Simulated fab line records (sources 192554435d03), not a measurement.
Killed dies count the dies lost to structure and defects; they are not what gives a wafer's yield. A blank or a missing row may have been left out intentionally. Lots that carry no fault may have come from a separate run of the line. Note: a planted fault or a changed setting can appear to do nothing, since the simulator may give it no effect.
Chamber matching	flow n5-finfet	uv-cure-02 running N5_BEOL_M7_CURE_74: 3 sister chambers
The step cures SiCOH lowk, time 240 s. 6 wafers are shown with their chamber, then 7 later ones without.

## EACH WAFER AND ITS CHAMBER
wafer	chamber	lamp-power-pct (%)	wafer_temp_C_max
L085.5	0	52.36	387.9
L085.6	0	52.30	387.1
L088.5	1	52.40	386.5
L088.6	1	52.41	387.0
L092.2	2	52.36	386.8
L092.3	2	52.32	387.3

## WAFERS WHOSE CHAMBER IS MISSING
wafer	lamp-power-pct (%)	wafer_temp_C_max
L092.6	52.29	386.5
L093.1	52.35	386.8
L093.3	52.34	386.8
L093.5	52.21	386.7
L095.2	52.30	387.6
L095.4	52.26	387.6
L095.5	52.38	387.4

## WHICH CHAMBER EACH WENT THROUGH
wafer	from the rows above	in truth
L092.6	can't be placed: 2 or 0 or 1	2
L093.1	can't be placed: 2 or 0 or 1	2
L093.3	can't be placed: 2 or 0 or 1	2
L093.5	can't be placed: 0 or 2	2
L095.2	can't be placed: 0 or 2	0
L095.4	can't be placed: 0 or 2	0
L095.5	can't be placed: 2 or 0 or 1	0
Placed correctly: 0 of 7. These rows do not allow placing 7 (true chamber among the candidates in 7). Wrongly placed: 0.
How it was worked out, from the rows above alone: a wafer's distance from a chamber is the root of the sum, over the readings, of the square of ((its reading less the chamber's mean) divided by the reading's scatter). The wafer belongs to the nearest chamber; if the next one is less than 2 further off, it can't be placed. The mean given for a chamber averages the wafers shown for that chamber. The scatter: take each reading less its chamber's mean, square it, sum over the shown wafers, divide by the number of wafers less the number of chambers, and take the root.
